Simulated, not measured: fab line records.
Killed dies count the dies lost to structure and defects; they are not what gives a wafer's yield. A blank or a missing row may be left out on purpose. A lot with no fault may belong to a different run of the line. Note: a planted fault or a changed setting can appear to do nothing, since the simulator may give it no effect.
Which of the tools did it? | flow n5-finfet | Sampling: 11 lots, 33 wafers, 5 of 1938 route steps

WHAT THE GAUGES SHOWED, per wafer
Not one reading of a measure or inspect step in the record can be checked against a usual standard deviation.

TOOL THAT RAN EACH LOT (tool first, then ch and the chambers of the sampled wafers, then the start)
lot  | N5_BEOL_M14_ECD_47             | N5_PASSIVATION_ETCH_15                        | N5_PASSIVATION_PRE_CLEAN_19  | N5_PASSIVATION_DESCUM_32           | N5_PASSIVATION_PROBE_49
L727 | ecd-cu-01 ch 0,1, day 11 13:12 | rie-diel-04 ch 1,2,3, day 12 04:11 or earlier | pvd-sputter-02, day 12 04:11 | rie-diel-01 ch 0,1,2, day 12 05:00 | -
L726 | ecd-cu-01 ch 0,1, day 11 16:35 | rie-diel-04 ch 1,2, day 12 15:37 or earlier   | pvd-sputter-01, day 12 15:37 | rie-diel-05 ch 0,1,3, day 12 16:26 | -
L729 | ecd-cu-02 ch 0,1, day 12 21:37 | rie-diel-04 ch 0,2,3, day 13 19:08 or earlier | pvd-sputter-01, day 13 19:08 | rie-diel-03 ch 0,1,2, day 13 19:57 | prober-01, day 14 00:59
L732 | ecd-cu-02 ch 0,1, day 13 10:32 | rie-diel-06 ch 2,3, day 14 02:32 or earlier   | pvd-sputter-01, day 14 02:32 | rie-diel-03 ch 2,3, day 14 03:22   | prober-01, day 14 08:23
L735 | ecd-cu-01 ch 0,1, day 14 07:50 | rie-diel-02 ch 2,3, day 15 01:24 or earlier   | pvd-sputter-02, day 15 01:24 | rie-diel-01 ch 0,3, day 15 02:14   | -
L737 | ecd-cu-01 ch 0,1, day 15 07:22 | rie-diel-04 ch 1,3, day 15 22:08 or earlier   | pvd-sputter-02, day 15 22:08 | rie-diel-05 ch 0,3, day 15 23:09   | prober-01, day 16 04:03
L738 | ecd-cu-01 ch 0,1, day 15 07:48 | rie-diel-06 ch 2,3, day 16 02:52 or earlier   | pvd-sputter-03, day 16 02:52 | rie-diel-03 ch 1,3, day 16 03:34   | prober-02, day 16 08:20
L743 | ecd-cu-02 ch 0,1, day 16 19:20 | rie-diel-02 ch 0,1, day 17 12:40 or earlier   | pvd-sputter-02, day 17 12:40 | rie-diel-01 ch 0,3, day 17 13:22   | prober-02, day 17 18:23
L746 | ecd-cu-02 ch 0,1, day 17 07:31 | rie-diel-06 ch 0,2,3, day 18 01:28 or earlier | pvd-sputter-01, day 18 01:28 | rie-diel-01 ch 2,3, day 18 02:09   | prober-02, day 18 07:49
L748 | ecd-cu-02 ch 0,1, day 18 01:20 | rie-diel-02 ch 1,2,3, day 18 23:03 or earlier | pvd-sputter-02, day 18 23:03 | rie-diel-03 ch 0,1,2, day 18 23:53 | -
L747 | ecd-cu-02 ch 0,1, day 18 04:35 | rie-diel-04 ch 0,1,2, day 19 01:22 or earlier | pvd-sputter-03, day 19 01:22 | rie-diel-01 ch 0,2,3, day 19 02:04 | -
- N5_BEOL_M14_ECD_47: material Cu, target thk 1248 nm.
- N5_PASSIVATION_ETCH_15: etches SiCN in CF4/N2, target depth 75 nm, time 81.2 s.
- N5_PASSIVATION_PRE_CLEAN_19
- N5_PASSIVATION_DESCUM_32: chemistry O2, time 7.9 s.
- N5_PASSIVATION_PROBE_49

WHAT THE TOOLS THEMSELVES READ (means of the sampled wafers that have a number; where no wafer has one, the mark that the record gives instead)
N5_PASSIVATION_ETCH_15. Usual: drypump-motor-current-A 5.8 A, standard deviation 0.54; oes-product-au 0.78 a.u., standard deviation 0.1; rf-vpp-V 382.4 V, standard deviation 2; showerhead-plenum-p-Torr 2.21 Torr, standard deviation 0.077; throttle-valve-pct 15.37 %, standard deviation 0.26.
lot  | tool        | drypump-motor-current-A (A) | oes-product-au (a.u.) | rf-vpp-V (V) | showerhead-plenum-p-Torr (Torr) | throttle-valve-pct (%) | flag
L727 | rie-diel-04 | 5.7                         | 0.80                  | 384.7        | 2.30                            | 15.32                  |
L726 | rie-diel-04 | 5.8                         | 0.70                  | 383.9        | 2.27                            | 15.42                  |
L729 | rie-diel-04 | 5.4                         | 0.78                  | 383.8        | 2.30                            | 15.40                  |
L732 | rie-diel-06 | 5.8                         | 0.80                  | 380.3        | 2.13                            | 15.50                  |
L735 | rie-diel-02 | 6.4                         | 0.67                  | 380.8        | 2.16                            | 15.60                  |
L737 | rie-diel-04 | 6.0                         | 0.83                  | 384.8        | 2.32                            | 15.25                  |
L738 | rie-diel-06 | 5.9                         | 0.78                  | 380.3        | 2.12                            | 15.54                  |
L743 | rie-diel-02 | 5.5                         | 0.90                  | 383.3        | 2.24                            | 14.96                  |
L746 | rie-diel-06 | 5.8                         | 0.82                  | 381.7        | 2.16                            | 15.46                  |
L748 | rie-diel-02 | 6.0                         | 0.91                  | 383.4        | 2.26                            | 15.06                  |
L747 | rie-diel-04 | 5.4                         | 0.85                  | 382.8        | 2.26                            | 15.25                  |

N5_PASSIVATION_PRE_CLEAN_19. Usual: heater-power-w at 511 W, with a standard deviation of 52.
lot  | tool           | heater-power-w (W) | flag
L727 | pvd-sputter-02 | 539                |
L726 | pvd-sputter-01 | 549                |
L729 | pvd-sputter-01 | 555                |
L732 | pvd-sputter-01 | 538                |
L735 | pvd-sputter-02 | 503                |
L737 | pvd-sputter-02 | 485                |
L738 | pvd-sputter-03 | 459                |
L743 | pvd-sputter-02 | 549                |
L746 | pvd-sputter-01 | 535                |
L748 | pvd-sputter-02 | 530                |
L747 | pvd-sputter-03 | 515                |

N5_PASSIVATION_DESCUM_32. Usual: drypump-motor-current-A 5.6 A, standard deviation 0.47; oes-product-au 0.78 a.u., standard deviation 0.099; rf-vpp-V 243.2 V, standard deviation 1.4; showerhead-plenum-p-Torr 2.10 Torr, standard deviation 0.081; throttle-valve-pct 20.37 %, standard deviation 0.26.
lot  | tool        | drypump-motor-current-A (A) | oes-product-au (a.u.) | rf-vpp-V (V) | showerhead-plenum-p-Torr (Torr) | throttle-valve-pct (%) | flag
L727 | rie-diel-01 | 5.8                         | 0.75                  | 244.4        | 2.19                            | 20.50                  |
L726 | rie-diel-05 | 5.1                         | 0.68                  | 244.2        | 2.09                            | 20.41                  |
L729 | rie-diel-03 | 5.1                         | 0.83                  | 243.3        | 2.10                            | 20.09                  |
L732 | rie-diel-03 | 5.8                         | 0.77                  | 241.4        | 2.01                            | 20.53                  |
L735 | rie-diel-01 | 5.9                         | 0.90                  | 242.9        | 2.14                            | 20.38                  |
L737 | rie-diel-05 | 4.9                         | 0.67                  | 244.0        | 2.11                            | 20.38                  |
L738 | rie-diel-03 | 6.1                         | 0.73                  | 243.0        | 2.00                            | 20.52                  |
L743 | rie-diel-01 | 5.8                         | 0.82                  | 243.0        | 2.09                            | 20.34                  |
L746 | rie-diel-01 | 5.6                         | 0.79                  | 243.4        | 2.11                            | 20.28                  |
L748 | rie-diel-03 | 5.1                         | 0.79                  | 243.2        | 2.08                            | 20.16                  |
L747 | rie-diel-01 | 5.8                         | 0.81                  | 243.6        | 2.14                            | 20.36                  |

N5_PASSIVATION_PROBE_49. Usual: defect-limited-yield 91.5 %, standard deviation 1.3; killed_at_M0_to_M3 36, standard deviation 10; killed_at_M4_up 13, standard deviation 4.7; killed-at-contacts 13, standard deviation 6.7; killed-at-front-end 37, standard deviation 9.7; killed-at-other 2.6, standard deviation 2.3; killed-dies 101, standard deviation 15; killed-on-rim 14, standard deviation 4.3; killed-open 67, standard deviation 12; killed-short 32, standard deviation 6.7; sort_bin_4_leakage 0.0 %, standard deviation 0.31; sort_bin_5_function 5.0 %, standard deviation 0.89; sort_bin_6_memory 3.2 %, standard deviation 0.63; sort_bin_8_speed 0.01 %, standard deviation 0.03; sort-n-pass 1079, standard deviation 16; sort-yield-pct 91.4 %, standard deviation 1.4.
lot  | tool      | defect-limited-yield (%) | killed_at_M0_to_M3 | killed_at_M4_up | killed-at-contacts | killed-at-front-end | killed-at-other | killed-dies | killed-on-rim | killed-open | killed-short | sort_bin_4_leakage (%) | sort_bin_5_function (%) | sort_bin_6_memory (%) | sort_bin_8_speed (%) | sort-n-pass | sort-yield-pct (%) | flag
L729 | prober-01 | 92.6                     | 28                 | 11              | 13                 | 31                  | 4.0             | 88          | 13            | 60          | 25           | 0.0                    | 4.4                     | 2.9                   | 0.00                 | 1092        | 92.6               |
L732 | prober-01 | 91.9                     | 27                 | 10              | 17                 | 40                  | 2.0             | 95          | 15            | 59          | 34           | 0.0                    | 4.6                     | 3.1                   | 0.00                 | 1085        | 91.9               |
L737 | prober-01 | 70.8                     | 26                 | 273             | 9                  | 35                  | 2.7             | 344         | 46            | 55          | 27           | 0.0                    | 17.6                    | 9.9                   | 0.00                 | 836         | 70.8               | OFF
L738 | prober-02 | 82.3                     | 32                 | 137             | 9                  | 26                  | 4.3             | 208         | 27            | 51          | 26           | 0.0                    | 10.1                    | 6.7                   | 0.00                 | 972         | 82.3               | OFF
L743 | prober-02 | 92.8                     | 30                 | 13              | 9                  | 31                  | 1.7             | 85          | 12            | 58          | 24           | 0.0                    | 4.1                     | 2.8                   | 0.00                 | 1095        | 92.8               |
L746 | prober-02 | 91.0                     | 29                 | 12              | 14                 | 47                  | 4.7             | 106         | 14            | 74          | 30           | 0.0                    | 5.1                     | 3.6                   | 0.00                 | 1074        | 91.0               |

THE ANSWER, worked out from the rows above alone
Rule: a lot is off if the mean of its wafers that have a number lies more than 3 standard deviations from the usual mean. A lot without any number at a reading at which 4 lots or more have one is off too. The other lots that the step has rows for count as sound. The gauges are gone through in route order, then the tools' own readings, and for those a lot's mean is taken as printed above. The first step at which some lot is off is used, and at that step the reading that is off furthest; a lot without a number counts as furthest.
Off: L737, L738 (N5_PASSIVATION_PROBE_49, killed_at_M4_up). Neither off nor sound, because the step has no rows for them: L727, L726, L735, L748, L747.
A tool fits if, at that step or a process step before it, it ran every lot that is off, and no sound lot after the first of them. With no start given for some of its lots, N5_PASSIVATION_ETCH_15 uses the hours and lot order of N5_PASSIVATION_PRE_CLEAN_19. One fits: ecd-cu-01 at N5_BEOL_M14_ECD_47. It ran no sound lot before its first lot that is off in this sample, so the start can't be narrowed down.

WHAT THE SIMULATOR HAD PUT IN
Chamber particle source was ecd-cu-01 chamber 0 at N5_BEOL_M14_ECD_47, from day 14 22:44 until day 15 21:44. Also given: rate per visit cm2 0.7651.
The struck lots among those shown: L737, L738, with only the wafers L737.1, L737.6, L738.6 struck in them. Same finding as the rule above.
